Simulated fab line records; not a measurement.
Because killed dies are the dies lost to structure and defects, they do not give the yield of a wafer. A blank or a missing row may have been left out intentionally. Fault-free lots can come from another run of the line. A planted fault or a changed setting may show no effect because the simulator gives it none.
One fault seen from 3 desks || flow nand_harc || only its own numbers are on each desk; what lay behind them is given at the end

== THE DEFECT DESK ==
Inspection counts along the route, by lot: the mean over sampled wafers that carry a number. A lot is out of limits, marked OUT, if its mean lies more than 4 standard deviations from the usual mean; the brackets give that distance.
Columns: A = raw_defect_count at NHARC_A_CHANNEL_HOLE_D2_INSPECT_40, usual 283
{"lot": "L479", "first seen here": "day 13 17:08", "A": 335}
{"lot": "L480", "first seen here": "day 14 14:02", "A": 324}
{"lot": "L481", "first seen here": "day 15 08:08", "A": 235}
{"lot": "L484", "first seen here": "day 16 04:36", "A": 307}
{"lot": "L489", "first seen here": "day 18 05:28", "A": "815 (+7.0) OUT"}
{"lot": "L490", "first seen here": "day 18 15:29", "A": "597 (+4.1) OUT"}
{"lot": "L492", "first seen here": "day 19 15:49", "A": 352}
{"lot": "L497", "first seen here": "day 21 11:10", "A": 307}
{"lot": "L498", "first seen here": "day 22 06:02", "A": 247}
{"lot": "L499", "first seen here": "day 22 09:52", "A": 251}
{"lot": "L500", "first seen here": "day 22 10:10", "A": 298}
This desk finds L489, L490 out of limits, L489 being first, at day 18 05:28 (raw_defect_count at NHARC_A_CHANNEL_HOLE_D2_INSPECT_40). L479, L480, L481, L484, L492, L497, L498, L499, L500 stayed within limits.

== METROLOGY DESK ==
Means of the sampled wafers that have a number, per lot and without regard to the tool the lot ran on: this is what the gauges read. A lot is out of limits, marked OUT, if its mean lies more than 4 standard deviations from the usual mean; the brackets give that distance.
Columns: A = cd_nm at NHARC_A_CHANNEL_HOLE_D2_CD_MEAS_18, usual 100.2 nm
{"lot": "L479", "first seen here": "day 13 11:13", "A": 98.3}
{"lot": "L480", "first seen here": "day 14 08:17", "A": 100.3}
{"lot": "L481", "first seen here": "day 14 08:43", "A": 103.6}
{"lot": "L484", "first seen here": "day 15 19:37", "A": 99.7}
{"lot": "L489", "first seen here": "day 17 23:33", "A": 99.0}
{"lot": "L490", "first seen here": "day 18 07:57", "A": 99.6}
{"lot": "L492", "first seen here": "day 19 10:02", "A": 100.2}
{"lot": "L497", "first seen here": "day 21 05:23", "A": 98.0}
{"lot": "L498", "first seen here": "day 22 00:13", "A": 100.4}
{"lot": "L499", "first seen here": "day 22 00:15", "A": 100.2}
{"lot": "L500", "first seen here": "day 22 01:02", "A": 103.2}
This desk found nothing out of limits on any of the 11 lots.

== DESK OF THE TOOL OWNER: har_etch-02 ==
The tool's own readings at NHARC_A_CHANNEL_HOLE_D2_ETCH_27 (etches the open film in C4F8/O2/Ar, time 90 s, target depth 400 nm): means of the sampled wafers that have a number, for each lot that ran on this tool. A lot is out of limits, marked OUT, if its mean lies more than 4 standard deviations from the usual mean; the brackets give that distance.
Columns: A = drypump_motor_current_A at NHARC_A_CHANNEL_HOLE_D2_ETCH_27, usual 6.1 A; B = he_backside_leak_sccm at NHARC_A_CHANNEL_HOLE_D2_ETCH_27, usual 6.2 sccm; C = showerhead_plenum_p_Torr at NHARC_A_CHANNEL_HOLE_D2_ETCH_27, usual 3.67 Torr; D = throttle_valve_pct at NHARC_A_CHANNEL_HOLE_D2_ETCH_27, usual 27.618 %
{"lot": "L479", "first seen here": "day 13 15:15", "A": 6.3, "B": 6.7, "C": 3.74, "D": 27.619}
{"lot": "L480", "first seen here": "day 14 12:19", "A": 6.1, "B": 6.9, "C": 3.71, "D": 27.615}
{"lot": "L489", "first seen here": "day 18 03:37", "A": 6.4, "B": 5.7, "C": 3.70, "D": 27.616}
{"lot": "L490", "first seen here": "day 18 13:49", "A": 6.4, "B": 5.7, "C": 3.70, "D": 27.611}
{"lot": "L499", "first seen here": "day 22 08:10", "A": 6.1, "B": 5.9, "C": 3.65, "D": 27.613}
This desk found nothing out of limits on any of the 5 lots.

== BROUGHT TOGETHER ==
The defect desk could have raised an alarm at day 18 05:28, on L489, L490.
At the metrology desk, nothing out of limits was observed.
The tool owner's desk saw nothing out of limits.
The metrology desk has L489, L490 on record, within its limits.
The tool owner's desk has L489, L490 on record, within its limits.
All the named lots went through NHARC_A_CHANNEL_HOLE_D2_ETCH_27 on har_etch-02.

== WHAT WAS PUT IN BY THE SIMULATOR ==
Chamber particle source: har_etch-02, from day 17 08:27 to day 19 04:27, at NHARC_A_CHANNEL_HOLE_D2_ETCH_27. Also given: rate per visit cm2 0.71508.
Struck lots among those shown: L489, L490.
Hours from the fault's start to each desk's first reading out of limits: the defect desk, 21.
